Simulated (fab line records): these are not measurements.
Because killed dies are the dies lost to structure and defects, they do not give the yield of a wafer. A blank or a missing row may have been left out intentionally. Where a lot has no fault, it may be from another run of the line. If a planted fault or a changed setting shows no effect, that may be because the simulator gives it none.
Which of the tools did it? | flow n5-finfet | Sampling: 24 lots, 72 wafers, 6 of 1938 route steps

WHAT THE GAUGES READ, wafer by wafer
No reading from a measuring or inspecting step in the record can be judged against a usual standard deviation.

EACH LOT AND THE TOOL THAT RAN IT (in order: tool; ch and the chambers of the sampled wafers; start)
lot  | N5_BEOL_M5_SPUTTER_81        | N5_BEOL_M5_SPUTTER_90        | N5_BEOL_M6_DESCUM_33               | N5_BEOL_M6_ETCH_66                 | N5_BEOL_M6_STRIP_80                           | N5_BEOL_M6_CURE_75
L074 | pvd-sputter-02, day 8 02:28  | pvd-sputter-02, day 8 05:44  | rie-diel-02 ch 0,1, day 8 12:51    | rie-diel-02 ch 0,1, day 8 12:55    | rie-diel-02 ch 0,1, day 8 13:34 or earlier    | uv-cure-01 ch 0, day 8 13:34
L075 | pvd-sputter-02, day 8 10:19  | pvd-sputter-02, day 8 13:34  | rie-diel-03 ch 1,2,3, day 8 20:13  | rie-diel-03 ch 1,2,3, day 8 20:17  | rie-diel-03 ch 1,2,3, day 8 20:56 or earlier  | uv-cure-01 ch 2, day 8 20:56
L076 | pvd-sputter-01, day 9 02:56  | pvd-sputter-01, day 9 06:12  | rie-diel-02 ch 2,3, day 9 11:52    | rie-diel-02 ch 2,3, day 9 11:57    | rie-diel-02 ch 2,3, day 9 12:29 or earlier    | uv-cure-01 ch 2, day 9 12:29
L080 | pvd-sputter-01, day 9 20:01  | pvd-sputter-01, day 9 23:17  | rie-diel-03 ch 0,1,3, day 10 09:14 | rie-diel-03 ch 0,1,3, day 10 09:19 | rie-diel-03 ch 0,1,3, day 10 09:58 or earlier | uv-cure-01 ch 0, day 10 09:58
L077 | pvd-sputter-03, day 9 21:29  | pvd-sputter-03, day 10 00:45 | rie-diel-02 ch 0,1,2, day 10 09:38 | rie-diel-02 ch 0,1,2, day 10 09:43 | rie-diel-02 ch 0,1,2, day 10 10:34 or earlier | uv-cure-02 ch 1, day 10 10:34
L078 | pvd-sputter-01, day 10 00:52 | pvd-sputter-01, day 10 04:07 | rie-diel-04 ch 0,1,2, day 10 09:40 | rie-diel-04 ch 0,1,2, day 10 09:45 | rie-diel-04 ch 0,1,2, day 10 10:28 or earlier | uv-cure-03 ch 2, day 10 10:28
L079 | pvd-sputter-02, day 10 02:02 | pvd-sputter-02, day 10 05:18 | rie-diel-04 ch 0,1,3, day 10 12:43 | rie-diel-04 ch 0,1,3, day 10 12:47 | rie-diel-04 ch 0,1,3, day 10 13:32 or earlier | uv-cure-02 ch 0, day 10 13:32
L082 | pvd-sputter-01, day 10 05:31 | pvd-sputter-01, day 10 08:47 | rie-diel-02 ch 0,1, day 10 12:53   | rie-diel-02 ch 0,1, day 10 12:58   | rie-diel-02 ch 0,1, day 10 13:41 or earlier   | uv-cure-01 ch 2, day 10 13:41
L083 | pvd-sputter-03, day 10 07:32 | pvd-sputter-03, day 10 10:48 | rie-diel-03 ch 0,2,3, day 10 18:31 | rie-diel-03 ch 0,2,3, day 10 18:36 | rie-diel-03 ch 0,2,3, day 10 19:12 or earlier | uv-cure-02 ch 1, day 10 19:12
L081 | pvd-sputter-03, day 10 15:31 | pvd-sputter-03, day 10 18:47 | rie-diel-02 ch 0,1,2, day 10 23:44 | rie-diel-02 ch 0,1,2, day 10 23:49 | rie-diel-02 ch 0,1,2, day 11 00:33 or earlier | uv-cure-02 ch 0, day 11 00:33
L084 | pvd-sputter-03, day 11 06:31 | pvd-sputter-03, day 11 09:46 | rie-diel-03 ch 0,1,3, day 11 14:18 | rie-diel-03 ch 0,1,3, day 11 14:23 | rie-diel-03 ch 0,1,3, day 11 14:55 or earlier | uv-cure-01 ch 2, day 11 14:55
L085 | pvd-sputter-02, day 11 10:37 | pvd-sputter-02, day 11 13:53 | rie-diel-04 ch 0,1,3, day 11 20:44 | rie-diel-04 ch 0,1,3, day 11 20:49 | rie-diel-04 ch 0,1,3, day 11 21:22 or earlier | uv-cure-01 ch 1, day 11 21:22
L086 | pvd-sputter-02, day 11 19:10 | pvd-sputter-02, day 11 22:26 | rie-diel-04 ch 0,1,3, day 12 06:19 | rie-diel-04 ch 0,1,3, day 12 06:24 | rie-diel-04 ch 0,1,3, day 12 06:56 or earlier | uv-cure-03 ch 0, day 12 06:56
L088 | pvd-sputter-01, day 12 03:47 | pvd-sputter-01, day 12 07:02 | rie-diel-03 ch 1,2,3, day 12 11:40 | rie-diel-03 ch 1,2,3, day 12 11:44 | rie-diel-03 ch 1,2,3, day 12 12:17 or earlier | uv-cure-03 ch 0, day 12 12:17
L087 | pvd-sputter-03, day 12 06:05 | pvd-sputter-03, day 12 09:21 | rie-diel-04 ch 0,1, day 12 15:41   | rie-diel-04 ch 0,1, day 12 15:46   | rie-diel-04 ch 0,1, day 12 16:25 or earlier   | uv-cure-02 ch 0, day 12 16:25
L089 | pvd-sputter-03, day 12 21:52 | pvd-sputter-03, day 13 01:08 | rie-diel-02 ch 0,2,3, day 13 05:48 | rie-diel-02 ch 0,2,3, day 13 05:53 | rie-diel-02 ch 0,2,3, day 13 06:26 or earlier | uv-cure-02 ch 1, day 13 06:26
L091 | pvd-sputter-02, day 12 22:52 | pvd-sputter-02, day 13 02:07 | rie-diel-04 ch 0,1,3, day 13 10:45 | rie-diel-04 ch 0,1,3, day 13 10:50 | rie-diel-04 ch 0,1,3, day 13 11:29 or earlier | uv-cure-02 ch 0, day 13 11:29
L090 | pvd-sputter-01, day 13 00:53 | pvd-sputter-01, day 13 04:09 | rie-diel-03 ch 0,1, day 13 10:40   | rie-diel-03 ch 0,1, day 13 10:45   | rie-diel-03 ch 0,1, day 13 11:17 or earlier   | uv-cure-03 ch 0, day 13 11:17
L092 | pvd-sputter-03, day 13 03:14 | pvd-sputter-03, day 13 06:30 | rie-diel-02 ch 2,3, day 13 12:29   | rie-diel-02 ch 2,3, day 13 12:34   | rie-diel-02 ch 2,3, day 13 13:09 or earlier   | uv-cure-02 ch 0, day 13 13:09
L093 | pvd-sputter-02, day 13 09:07 | pvd-sputter-02, day 13 12:22 | rie-diel-04 ch 1,2, day 13 17:02   | rie-diel-04 ch 1,2, day 13 17:07   | rie-diel-04 ch 1,2, day 13 17:41 or earlier   | uv-cure-03 ch 2, day 13 17:41
L094 | pvd-sputter-02, day 13 18:34 | pvd-sputter-02, day 13 21:50 | rie-diel-03 ch 0,1, day 14 06:10   | rie-diel-03 ch 0,1, day 14 06:15   | rie-diel-03 ch 0,1, day 14 06:50 or earlier   | uv-cure-03 ch 1, day 14 06:50
L095 | pvd-sputter-02, day 14 03:44 | pvd-sputter-02, day 14 06:59 | rie-diel-04 ch 1,2,3, day 14 11:41 | rie-diel-04 ch 1,2,3, day 14 11:46 | rie-diel-04 ch 1,2,3, day 14 12:19 or earlier | uv-cure-03 ch 1, day 14 12:19
L096 | pvd-sputter-03, day 14 11:43 | pvd-sputter-03, day 14 14:58 | rie-diel-02 ch 1,2,3, day 14 19:33 | rie-diel-02 ch 1,2,3, day 14 19:38 | rie-diel-02 ch 1,2,3, day 14 20:10 or earlier | uv-cure-01 ch 1, day 14 20:10
L097 | pvd-sputter-02, day 14 11:45 | pvd-sputter-02, day 14 15:01 | rie-diel-03 ch 0,1,3, day 14 20:28 | rie-diel-03 ch 0,1,3, day 14 20:32 | rie-diel-03 ch 0,1,3, day 14 21:05 or earlier | uv-cure-01 ch 2, day 14 21:05
- N5_BEOL_M5_SPUTTER_81: material Cu, target thk 15 nm, time 27.62 s.
- N5_BEOL_M5_SPUTTER_90: material Cu, target thk 4.5 nm, time 8.29 s.
- N5_BEOL_M6_DESCUM_33: chemistry O2, time 7 s.
- N5_BEOL_M6_ETCH_66: etches SOC in N2/H2, target depth 80 nm, overetch 16 nm, time 120 s.
- N5_BEOL_M6_STRIP_80: strips in N2/H2, time 10 s.
- N5_BEOL_M6_CURE_75: cures SiCOH lowk, time 120 s.

AS READ BY THE TOOLS THEMSELVES (means over the sampled wafers that have a number; for cases with no such wafer, the mark the record gives instead)
N5_BEOL_M5_SPUTTER_81. Usual: throttle-valve-pct at 30.0 %, with a standard deviation of 1.1.
lot  | tool           | throttle-valve-pct (%) | flag
L074 | pvd-sputter-02 | 29.5                   |
L075 | pvd-sputter-02 | 30.4                   |
L076 | pvd-sputter-01 | 30.1                   |
L080 | pvd-sputter-01 | 29.6                   |
L077 | pvd-sputter-03 | 29.7                   |
L078 | pvd-sputter-01 | 29.5                   |
L079 | pvd-sputter-02 | 31.0                   |
L082 | pvd-sputter-01 | 30.8                   |
L083 | pvd-sputter-03 | 29.9                   |
L081 | pvd-sputter-03 | 29.6                   |
L084 | pvd-sputter-03 | 29.6                   |
L085 | pvd-sputter-02 | 30.6                   |
L086 | pvd-sputter-02 | 30.2                   |
L088 | pvd-sputter-01 | 29.9                   |
L087 | pvd-sputter-03 | 28.8                   |
L089 | pvd-sputter-03 | 29.5                   |
L091 | pvd-sputter-02 | 30.5                   |
L090 | pvd-sputter-01 | 29.9                   |
L092 | pvd-sputter-03 | 29.7                   |
L093 | pvd-sputter-02 | 29.5                   |
L094 | pvd-sputter-02 | 29.7                   |
L095 | pvd-sputter-02 | 30.6                   |
L096 | pvd-sputter-03 | 28.8                   |
L097 | pvd-sputter-02 | 30.0                   |

N5_BEOL_M5_SPUTTER_90. Usual: throttle-valve-pct at 29.9 %, with a standard deviation of 1.1.
lot  | tool           | throttle-valve-pct (%) | flag
L074 | pvd-sputter-02 | 29.4                   |
L075 | pvd-sputter-02 | 30.3                   |
L076 | pvd-sputter-01 | 30.1                   |
L080 | pvd-sputter-01 | 29.6                   |
L077 | pvd-sputter-03 | 29.8                   |
L078 | pvd-sputter-01 | 29.6                   |
L079 | pvd-sputter-02 | 30.9                   |
L082 | pvd-sputter-01 | 30.7                   |
L083 | pvd-sputter-03 | 29.7                   |
L081 | pvd-sputter-03 | 29.7                   |
L084 | pvd-sputter-03 | 29.6                   |
L085 | pvd-sputter-02 | 30.4                   |
L086 | pvd-sputter-02 | 30.1                   |
L088 | pvd-sputter-01 | 30.0                   |
L087 | pvd-sputter-03 | 29.0                   |
L089 | pvd-sputter-03 | 29.6                   |
L091 | pvd-sputter-02 | 30.7                   |
L090 | pvd-sputter-01 | 30.0                   |
L092 | pvd-sputter-03 | 29.4                   |
L093 | pvd-sputter-02 | 29.8                   |
L094 | pvd-sputter-02 | 29.6                   |
L095 | pvd-sputter-02 | 30.7                   |
L096 | pvd-sputter-03 | 28.9                   |
L097 | pvd-sputter-02 | 30.1                   |

N5_BEOL_M6_DESCUM_33. Usual: drypump-motor-current-A 5.8 A, standard deviation 0.49; oes-product-au 0.81 a.u., standard deviation 0.096; rf-vpp-V 243.5 V, standard deviation 1.5; showerhead-plenum-p-Torr 2.12 Torr, standard deviation 0.073; throttle-valve-pct 20.35 %, standard deviation 0.17.
lot  | tool        | drypump-motor-current-A (A) | oes-product-au (a.u.) | rf-vpp-V (V) | showerhead-plenum-p-Torr (Torr) | throttle-valve-pct (%) | flag
L074 | rie-diel-02 | 5.6                         | 0.73                  | 242.8        | 2.06                            | 20.38                  |
L075 | rie-diel-03 | 5.5                         | 0.86                  | 244.8        | 2.15                            | 20.23                  |
L076 | rie-diel-02 | 5.5                         | 0.72                  | 243.8        | 2.11                            | 20.54                  |
L080 | rie-diel-03 | 5.5                         | 0.82                  | 243.1        | 2.14                            | 20.25                  |
L077 | rie-diel-02 | 5.6                         | 0.70                  | 243.4        | 2.10                            | 20.53                  |
L078 | rie-diel-04 | 6.2                         | 0.85                  | 242.7        | 2.08                            | 20.39                  |
L079 | rie-diel-04 | 6.5                         | 0.91                  | 243.4        | 2.14                            | 20.36                  |
L082 | rie-diel-02 | 5.9                         | 0.71                  | 242.4        | 2.09                            | 20.35                  |
L083 | rie-diel-03 | 5.6                         | 0.81                  | 243.5        | 2.13                            | 20.26                  |
L081 | rie-diel-02 | 5.6                         | 0.70                  | 243.8        | 2.10                            | 20.54                  |
L084 | rie-diel-03 | 5.5                         | 0.81                  | 242.7        | 2.13                            | 20.27                  |
L085 | rie-diel-04 | 6.5                         | 0.88                  | 243.7        | 2.14                            | 20.39                  |
L086 | rie-diel-04 | 6.5                         | 0.88                  | 243.7        | 2.13                            | 20.41                  |
L088 | rie-diel-03 | 5.5                         | 0.82                  | 243.8        | 2.14                            | 20.27                  |
L087 | rie-diel-04 | 6.6                         | 0.89                  | 243.9        | 2.17                            | 20.38                  |
L089 | rie-diel-02 | 5.4                         | 0.78                  | 242.3        | 2.07                            | 20.49                  |
L091 | rie-diel-04 | 6.5                         | 0.86                  | 244.0        | 2.13                            | 20.41                  |
L090 | rie-diel-03 | 5.4                         | 0.77                  | 242.8        | 2.09                            | 20.28                  |
L092 | rie-diel-02 | 5.5                         | 0.78                  | 243.1        | 2.10                            | 20.49                  |
L093 | rie-diel-04 | 6.1                         | 0.91                  | 243.0        | 2.11                            | 20.18                  |
L094 | rie-diel-03 | 5.4                         | 0.76                  | 244.0        | 2.09                            | 20.29                  |
L095 | rie-diel-04 | 6.1                         | 0.87                  | 243.2        | 2.13                            | 20.31                  |
L096 | rie-diel-02 | 5.7                         | 0.85                  | 243.8        | 2.11                            | 20.36                  |
L097 | rie-diel-03 | 5.5                         | 0.78                  | 243.6        | 2.12                            | 20.30                  |

N5_BEOL_M6_ETCH_66. Usual: drypump-motor-current-A 5.8 A, standard deviation 0.49; oes-product-au 0.62 a.u., standard deviation 0.071; rf-vpp-V 524.6 V, standard deviation 2.6; showerhead-plenum-p-Torr 2.58 Torr, standard deviation 0.095; throttle-valve-pct 17.73 %, standard deviation 0.24.
lot  | tool        | drypump-motor-current-A (A) | oes-product-au (a.u.) | rf-vpp-V (V) | showerhead-plenum-p-Torr (Torr) | throttle-valve-pct (%) | flag
L074 | rie-diel-02 | 5.6                         | 0.55                  | 521.7        | 2.48                            | 17.66                  |
L075 | rie-diel-03 | 5.5                         | 0.66                  | 525.6        | 2.61                            | 17.53                  |
L076 | rie-diel-02 | 5.5                         | 0.55                  | 524.5        | 2.57                            | 18.00                  |
L080 | rie-diel-03 | 5.5                         | 0.63                  | 526.6        | 2.60                            | 17.70                  |
L077 | rie-diel-02 | 5.6                         | 0.54                  | 522.3        | 2.55                            | 17.97                  |
L078 | rie-diel-04 | 6.2                         | 0.65                  | 523.4        | 2.54                            | 17.72                  |
L079 | rie-diel-04 | 6.5                         | 0.69                  | 524.3        | 2.60                            | 17.67                  |
L082 | rie-diel-02 | 5.9                         | 0.54                  | 524.2        | 2.54                            | 17.80                  |
L083 | rie-diel-03 | 5.6                         | 0.62                  | 525.9        | 2.59                            | 17.70                  |
L081 | rie-diel-02 | 5.6                         | 0.54                  | 523.4        | 2.55                            | 17.97                  |
L084 | rie-diel-03 | 5.5                         | 0.62                  | 525.6        | 2.60                            | 17.69                  |
L085 | rie-diel-04 | 6.5                         | 0.66                  | 524.9        | 2.59                            | 17.69                  |
L086 | rie-diel-04 | 6.5                         | 0.67                  | 524.7        | 2.59                            | 17.70                  |
L088 | rie-diel-03 | 5.5                         | 0.63                  | 525.7        | 2.60                            | 17.59                  |
L087 | rie-diel-04 | 6.6                         | 0.67                  | 525.7        | 2.64                            | 17.71                  |
L089 | rie-diel-02 | 5.4                         | 0.59                  | 523.2        | 2.51                            | 17.84                  |
L091 | rie-diel-04 | 6.5                         | 0.65                  | 525.0        | 2.59                            | 17.71                  |
L090 | rie-diel-03 | 5.4                         | 0.59                  | 524.6        | 2.55                            | 17.72                  |
L092 | rie-diel-02 | 5.5                         | 0.60                  | 524.1        | 2.55                            | 17.93                  |
L093 | rie-diel-04 | 6.1                         | 0.69                  | 524.4        | 2.56                            | 17.47                  |
L094 | rie-diel-03 | 5.4                         | 0.58                  | 523.8        | 2.55                            | 17.74                  |
L095 | rie-diel-04 | 6.1                         | 0.66                  | 525.1        | 2.58                            | 17.62                  |
L096 | rie-diel-02 | 5.7                         | 0.64                  | 524.4        | 2.57                            | 17.81                  |
L097 | rie-diel-03 | 5.5                         | 0.60                  | 524.3        | 2.59                            | 17.75                  |

N5_BEOL_M6_STRIP_80. Usual: drypump-motor-current-A 5.8 A, standard deviation 0.49; oes-product-au 0.81 a.u., standard deviation 0.095; rf-vpp-V 59.3 V, standard deviation 0.83; showerhead-plenum-p-Torr 2.57 Torr, standard deviation 0.095; throttle-valve-pct 23.6 %, standard deviation 0.3.
lot  | tool        | drypump-motor-current-A (A) | oes-product-au (a.u.) | rf-vpp-V (V) | showerhead-plenum-p-Torr (Torr) | throttle-valve-pct (%) | flag
L074 | rie-diel-02 | 5.6                         | 0.72                  | 59.7         | 2.47                            | 23.4                   |
L075 | rie-diel-03 | 5.5                         | 0.86                  | 59.6         | 2.61                            | 23.3                   |
L076 | rie-diel-02 | 5.5                         | 0.72                  | 58.8         | 2.56                            | 23.9                   |
L080 | rie-diel-03 | 5.5                         | 0.82                  | 59.9         | 2.60                            | 23.6                   |
L077 | rie-diel-02 | 5.6                         | 0.70                  | 59.1         | 2.55                            | 23.8                   |
L078 | rie-diel-04 | 6.2                         | 0.85                  | 59.8         | 2.54                            | 23.5                   |
L079 | rie-diel-04 | 6.5                         | 0.91                  | 58.9         | 2.60                            | 23.5                   |
L082 | rie-diel-02 | 5.9                         | 0.71                  | 59.7         | 2.54                            | 23.6                   |
L083 | rie-diel-03 | 5.6                         | 0.81                  | 58.5         | 2.58                            | 23.6                   |
L081 | rie-diel-02 | 5.6                         | 0.69                  | 59.0         | 2.55                            | 23.8                   |
L084 | rie-diel-03 | 5.5                         | 0.81                  | 59.5         | 2.59                            | 23.6                   |
L085 | rie-diel-04 | 6.5                         | 0.88                  | 59.8         | 2.59                            | 23.5                   |
L086 | rie-diel-04 | 6.5                         | 0.88                  | 59.6         | 2.59                            | 23.5                   |
L088 | rie-diel-03 | 5.5                         | 0.82                  | 59.8         | 2.59                            | 23.4                   |
L087 | rie-diel-04 | 6.6                         | 0.88                  | 59.4         | 2.63                            | 23.5                   |
L089 | rie-diel-02 | 5.4                         | 0.79                  | 58.7         | 2.50                            | 23.7                   |
L091 | rie-diel-04 | 6.5                         | 0.86                  | 58.8         | 2.58                            | 23.5                   |
L090 | rie-diel-03 | 5.4                         | 0.77                  | 59.4         | 2.55                            | 23.6                   |
L092 | rie-diel-02 | 5.5                         | 0.79                  | 59.3         | 2.54                            | 23.8                   |
L093 | rie-diel-04 | 6.1                         | 0.90                  | 58.9         | 2.56                            | 23.2                   |
L094 | rie-diel-03 | 5.4                         | 0.76                  | 58.8         | 2.55                            | 23.6                   |
L095 | rie-diel-04 | 6.1                         | 0.87                  | 59.3         | 2.58                            | 23.4                   |
L096 | rie-diel-02 | 5.7                         | 0.84                  | 59.6         | 2.57                            | 23.7                   |
L097 | rie-diel-03 | 5.5                         | 0.79                  | 59.9         | 2.58                            | 23.6                   |

N5_BEOL_M6_CURE_75. Usual: lamp-power-pct 52.32 %, standard deviation 0.05; wafer_temp_C_max 371.7, standard deviation 0.76.
lot  | tool       | lamp-power-pct (%) | wafer_temp_C_max | flag
L074 | uv-cure-01 | 52.36              | 373.1            |
L075 | uv-cure-01 | 52.29              | 370.8            |
L076 | uv-cure-01 | 52.30              | 371.2            |
L080 | uv-cure-01 | 52.31              | 372.2            |
L077 | uv-cure-02 | 52.34              | 372.7            |
L078 | uv-cure-03 | 52.32              | 371.1            |
L079 | uv-cure-02 | 52.24              | 371.6            |
L082 | uv-cure-01 | 52.33              | 371.0            |
L083 | uv-cure-02 | 52.32              | 372.4            |
L081 | uv-cure-02 | 52.28              | 371.3            |
L084 | uv-cure-01 | 52.33              | 371.1            |
L085 | uv-cure-01 | 52.30              | 373.4            |
L086 | uv-cure-03 | 52.34              | 371.4            |
L088 | uv-cure-03 | 52.33              | 371.2            |
L087 | uv-cure-02 | 52.31              | 371.4            |
L089 | uv-cure-02 | 52.29              | 372.1            |
L091 | uv-cure-02 | 52.35              | 371.3            |
L090 | uv-cure-03 | 52.29              | 371.2            |
L092 | uv-cure-02 | 52.32              | 371.3            |
L093 | uv-cure-03 | 52.30              | 371.3            |
L094 | uv-cure-03 | 52.33              | 371.3            |
L095 | uv-cure-03 | 52.32              | 371.4            |
L096 | uv-cure-01 | 52.38              | 373.2            |
L097 | uv-cure-01 | 52.33              | 370.8            |

THE ANSWER, worked out from the rows above alone
Rule: take the mean of a lot's wafers that have a number; if it is more than 3 standard deviations from the usual mean, the lot is off. A lot without any number at a reading at which 4 lots or more have one is off too. Any other lot the step has rows for is counted as sound. The gauges are gone through in route order, then the tools' own readings, and for those a lot's mean is taken as printed above. At the first step where some lot is off, the reading lying furthest off is the one used; lots without a number count as furthest.
None of the lots is off at any reading shown; this tells nothing.

WHAT THE SIMULATOR HAD INSERTED
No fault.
